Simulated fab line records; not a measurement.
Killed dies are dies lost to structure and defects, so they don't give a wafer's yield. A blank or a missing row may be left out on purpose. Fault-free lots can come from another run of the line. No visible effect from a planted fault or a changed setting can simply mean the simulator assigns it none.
Matching of chambers || flow n5_finfet || 3 sister chambers for N5_BEOL_M13_DEP_53 on pecvd-02
The step deposits SiCN from 3MS/NH3, target thk 50 nm, time 17.8 s. 14 wafers are shown with their chamber, then 7 later ones without.

WAFERS, EACH WITH ITS CHAMBER
{"wafer": "L535.1", "chamber": 0, "throttle_valve_pct (%)": 19.1, "showerhead_vpp_V (V)": 1672, "showerhead_plenum_p_Torr (Torr)": 4.133}
{"wafer": "L535.5", "chamber": 1, "throttle_valve_pct (%)": 19.1, "showerhead_vpp_V (V)": 1549, "showerhead_plenum_p_Torr (Torr)": 4.169}
{"wafer": "L535.6", "chamber": 0, "throttle_valve_pct (%)": 19.2, "showerhead_vpp_V (V)": 1722, "showerhead_plenum_p_Torr (Torr)": 4.150}
{"wafer": "L536.1", "chamber": 2, "throttle_valve_pct (%)": 16.2, "showerhead_vpp_V (V)": 1692, "showerhead_plenum_p_Torr (Torr)": 4.131}
{"wafer": "L536.2", "chamber": 1, "throttle_valve_pct (%)": 19.2, "showerhead_vpp_V (V)": 1527, "showerhead_plenum_p_Torr (Torr)": 4.168}
{"wafer": "L536.3", "chamber": 2, "throttle_valve_pct (%)": 16.2, "showerhead_vpp_V (V)": 1703, "showerhead_plenum_p_Torr (Torr)": 4.141}
{"wafer": "L538.2", "chamber": 1, "throttle_valve_pct (%)": 19.2, "showerhead_vpp_V (V)": 1527, "showerhead_plenum_p_Torr (Torr)": 4.172}
{"wafer": "L538.5", "chamber": 1, "throttle_valve_pct (%)": 19.3, "showerhead_vpp_V (V)": 1525, "showerhead_plenum_p_Torr (Torr)": 4.157}
{"wafer": "L538.6", "chamber": 2, "throttle_valve_pct (%)": 16.5, "showerhead_vpp_V (V)": 1710, "showerhead_plenum_p_Torr (Torr)": 4.145}
{"wafer": "L551.1", "chamber": 1, "throttle_valve_pct (%)": 19.1, "showerhead_vpp_V (V)": 1531, "showerhead_plenum_p_Torr (Torr)": 4.170}
{"wafer": "L551.2", "chamber": 0, "throttle_valve_pct (%)": 19.1, "showerhead_vpp_V (V)": 1675, "showerhead_plenum_p_Torr (Torr)": 4.147}
{"wafer": "L551.4", "chamber": 2, "throttle_valve_pct (%)": 16.1, "showerhead_vpp_V (V)": 1691, "showerhead_plenum_p_Torr (Torr)": 4.132}
{"wafer": "L554.2", "chamber": 0, "throttle_valve_pct (%)": 19.1, "showerhead_vpp_V (V)": 1712, "showerhead_plenum_p_Torr (Torr)": 4.144}
{"wafer": "L554.4", "chamber": 1, "throttle_valve_pct (%)": 19.4, "showerhead_vpp_V (V)": 1529, "showerhead_plenum_p_Torr (Torr)": 4.172}

SIGNATURES (means of the wafers above)
{"reading": "throttle_valve_pct", "chamber 0": 19.125, "chamber 1": 19.217, "chamber 2": 16.250, "scatter within a chamber": 0.123}
{"reading": "showerhead_vpp_V", "chamber 0": 1695.25, "chamber 1": 1531.33, "chamber 2": 1699.00, "scatter within a chamber": 15.4}
{"reading": "showerhead_plenum_p_Torr", "chamber 0": 4.14350, "chamber 1": 4.16800, "chamber 2": 4.13725, "scatter within a chamber": 0.00649}
Rule: for a wafer and a chamber, the distance is found by dividing, reading by reading, the gap between the wafer's reading and the chamber's mean by the reading's scatter, squaring, summing and taking the root. If the next closest chamber is less than 2 further off than the closest, the wafer can't be placed; otherwise it belongs to the closest. The scatter: take each reading less its chamber's mean, square it, sum over the shown wafers, divide by the number of wafers less the number of chambers, and take the root.

WAFERS MISSING THEIR CHAMBER
{"wafer": "L554.6", "throttle_valve_pct (%)": 16.3, "showerhead_vpp_V (V)": 1700, "showerhead_plenum_p_Torr (Torr)": 4.141}
{"wafer": "L553.1", "throttle_valve_pct (%)": 19.3, "showerhead_vpp_V (V)": 1498, "showerhead_plenum_p_Torr (Torr)": 4.170}
{"wafer": "L553.4", "throttle_valve_pct (%)": 19.4, "showerhead_vpp_V (V)": 1670, "showerhead_plenum_p_Torr (Torr)": 4.145}
{"wafer": "L553.6", "throttle_valve_pct (%)": 19.3, "showerhead_vpp_V (V)": 1542, "showerhead_plenum_p_Torr (Torr)": 4.169}
{"wafer": "L555.3", "throttle_valve_pct (%)": 19.2, "showerhead_vpp_V (V)": 1710, "showerhead_plenum_p_Torr (Torr)": 4.146}
{"wafer": "L555.4", "throttle_valve_pct (%)": 19.5, "showerhead_vpp_V (V)": 1723, "showerhead_plenum_p_Torr (Torr)": 4.142}
{"wafer": "L555.5", "throttle_valve_pct (%)": 19.3, "showerhead_vpp_V (V)": 1527, "showerhead_plenum_p_Torr (Torr)": 4.167}

CHAMBER TAKEN BY EACH
{"wafer": "L554.6", "from the rows above": 2, "in truth": 2}
{"wafer": "L553.1", "from the rows above": 1, "in truth": 1}
{"wafer": "L553.4", "from the rows above": 0, "in truth": 0}
{"wafer": "L553.6", "from the rows above": 1, "in truth": 1}
{"wafer": "L555.3", "from the rows above": 0, "in truth": 0}
{"wafer": "L555.4", "from the rows above": 0, "in truth": 0}
{"wafer": "L555.5", "from the rows above": 1, "in truth": 1}
Placed correctly: 7 of 7. From these rows, 0 cannot be placed. 0 placed wrongly.
